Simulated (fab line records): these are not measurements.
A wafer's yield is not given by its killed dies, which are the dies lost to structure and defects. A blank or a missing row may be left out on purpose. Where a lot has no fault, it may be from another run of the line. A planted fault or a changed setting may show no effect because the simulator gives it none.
Split-lot study / flow n5Finfet / 7 lots, 21 wafers read, on a route of 1938 steps

## SPLIT DETAILS
At N5_BEOL_M5_ETCH_41 (etches SiCN in CH3F/O2, target depth 31.5 nm, time 56.7 s), the setting sourceW was moved away from the recipe's 395 W on 5 of the 21 wafers read, by -14.0% to +9.5%. The other wafers ran this setting at the recipe's value.

The reading is taken at the split's own step.

## THE READING
rfVppV, in V, at N5_BEOL_M5_ETCH_41 (etches SiCN in CH3F/O2, target depth 31.5 nm, time 56.7 s). Fault-free wafers of this fab line usually give 298.1 V, standard deviation 1.5 V.

wafer=L077.4; tool, chamber at the split=rieDiel-02, 1; sourceW as run, W=395; against the recipe=recipe; rfVppV, V=296.9; against lot-mates on the recipe=-
wafer=L077.5; tool, chamber at the split=rieDiel-02, 2; sourceW as run, W=395; against the recipe=recipe; rfVppV, V=299.8; against lot-mates on the recipe=-
wafer=L077.6; tool, chamber at the split=rieDiel-02, 3; sourceW as run, W=395; against the recipe=recipe; rfVppV, V=299.8; against lot-mates on the recipe=-
wafer=L082.2; tool, chamber at the split=rieDiel-02, 3; sourceW as run, W=395; against the recipe=recipe; rfVppV, V=298.5; against lot-mates on the recipe=-
wafer=L082.5; tool, chamber at the split=rieDiel-02, 1; sourceW as run, W=395; against the recipe=recipe; rfVppV, V=298.9; against lot-mates on the recipe=-
wafer=L082.6; tool, chamber at the split=rieDiel-02, 2; sourceW as run, W=395; against the recipe=recipe; rfVppV, V=298.7; against lot-mates on the recipe=-
wafer=L085.3; tool, chamber at the split=rieDiel-04, 0; sourceW as run, W=395; against the recipe=recipe; rfVppV, V=300.2; against lot-mates on the recipe=-
wafer=L085.4; tool, chamber at the split=rieDiel-04, 3; sourceW as run, W=395; against the recipe=recipe; rfVppV, V=296.1; against lot-mates on the recipe=-
wafer=L085.5; tool, chamber at the split=rieDiel-04, 3; sourceW as run, W=395; against the recipe=recipe; rfVppV, V=296.6; against lot-mates on the recipe=-
wafer=L087.3; tool, chamber at the split=rieDiel-04, 0; sourceW as run, W=395; against the recipe=recipe; rfVppV, V=297.1; against lot-mates on the recipe=-
wafer=L087.4; tool, chamber at the split=rieDiel-04, 1; sourceW as run, W=339.6; against the recipe=-14.0%; rfVppV, V=314.4; against lot-mates on the recipe=+16.5
wafer=L087.6; tool, chamber at the split=rieDiel-04, 2; sourceW as run, W=395; against the recipe=recipe; rfVppV, V=298.7; against lot-mates on the recipe=-
wafer=L091.1; tool, chamber at the split=rieDiel-05, 3; sourceW as run, W=395; against the recipe=recipe; rfVppV, V=294.5; against lot-mates on the recipe=-
wafer=L091.2; tool, chamber at the split=rieDiel-05, 2; sourceW as run, W=395; against the recipe=recipe; rfVppV, V=294.6; against lot-mates on the recipe=-
wafer=L091.3; tool, chamber at the split=rieDiel-05, 0; sourceW as run, W=366.3; against the recipe=-7.3%; rfVppV, V=305.0; against lot-mates on the recipe=+10.4
wafer=L092.1; tool, chamber at the split=rieDiel-02, 3; sourceW as run, W=395; against the recipe=recipe; rfVppV, V=299.8; against lot-mates on the recipe=-
wafer=L092.3; tool, chamber at the split=rieDiel-02, 0; sourceW as run, W=354.8; against the recipe=-10.2%; rfVppV, V=307.8; against lot-mates on the recipe=+9.1
wafer=L092.5; tool, chamber at the split=rieDiel-02, 3; sourceW as run, W=395; against the recipe=recipe; rfVppV, V=297.7; against lot-mates on the recipe=-
wafer=L095.1; tool, chamber at the split=rieDiel-05, 2; sourceW as run, W=395; against the recipe=recipe; rfVppV, V=294.7; against lot-mates on the recipe=-
wafer=L095.2; tool, chamber at the split=rieDiel-05, 1; sourceW as run, W=432.5; against the recipe=+9.5%; rfVppV, V=289.8; against lot-mates on the recipe=-4.9
wafer=L095.5; tool, chamber at the split=rieDiel-05, 3; sourceW as run, W=432.5; against the recipe=+9.5%; rfVppV, V=287.3; against lot-mates on the recipe=-7.4

THE FIT
A straight line over all 21 wafers: rfVppV changes by -1.05 V for each +1% of sourceW; r = -0.95; the points scatter about the line by 1.9 V.
The same after taking each lot's own level away (the mean of its wafers on the recipe; 21 wafers): -0.955 V for each +1%; r = -0.95; scatter 1.7 V.
Per that fit: largest sourceW move, reading shift of 13 V.
Measured against the standard deviation above, the lots' own levels, which go from 294.55 to 298.83 V, span 2.9 times it.
Thus the slope moves with the lot-to-lot level: the two fits are different.
Check: +12.3 V against its lot-mates is what the line predicts for one of the wafers moved furthest among these (-14.0%) when that wafer is left out of the fit. Against them it came out at +16.5 V.
Tool readings at the split's step, against how far the setting was moved: rfVppV r = -0.95.

## OTHER SPLITS APPLIED TO THESE WAFERS
These wafers also went through other splits before the reading. Each is held against what the fit with the lots' levels taken away leaves over:
other split on the same wafers=N5_BEOL_M4_ETCH_64 biasW; wafers away from the commonest value=4; r with rfVppV (lot level and that fit taken away)=-0.25
other split on the same wafers=N5_BEOL_M4_COAT_22 spinRpm; wafers away from the commonest value=7; r with rfVppV (lot level and that fit taken away)=+0.23

## THE WHOLE CHAIN: every reading that the file lists as answering this split, in the file's order
step=N5_BEOL_M5_ETCH_41; what it does=etches SiCN in CH3F/O2, target depth 31.5 nm, time 56.7 s; reading=rfVppV; change (the file's fit)=-1.04 V for each +1% of the setting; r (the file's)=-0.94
step=N5_BEOL_M5_ETCH_41; what it does=etches SiCN in CH3F/O2, target depth 31.5 nm, time 56.7 s; reading=etch.depthNm (the simulator's own value, which no gauge read); change (the file's fit)=+0.134 nm for each +1% of the setting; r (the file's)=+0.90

## FILE'S OWN FIT
rfVppV changes by -1.04 V for each +1% of sourceW, r = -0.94.
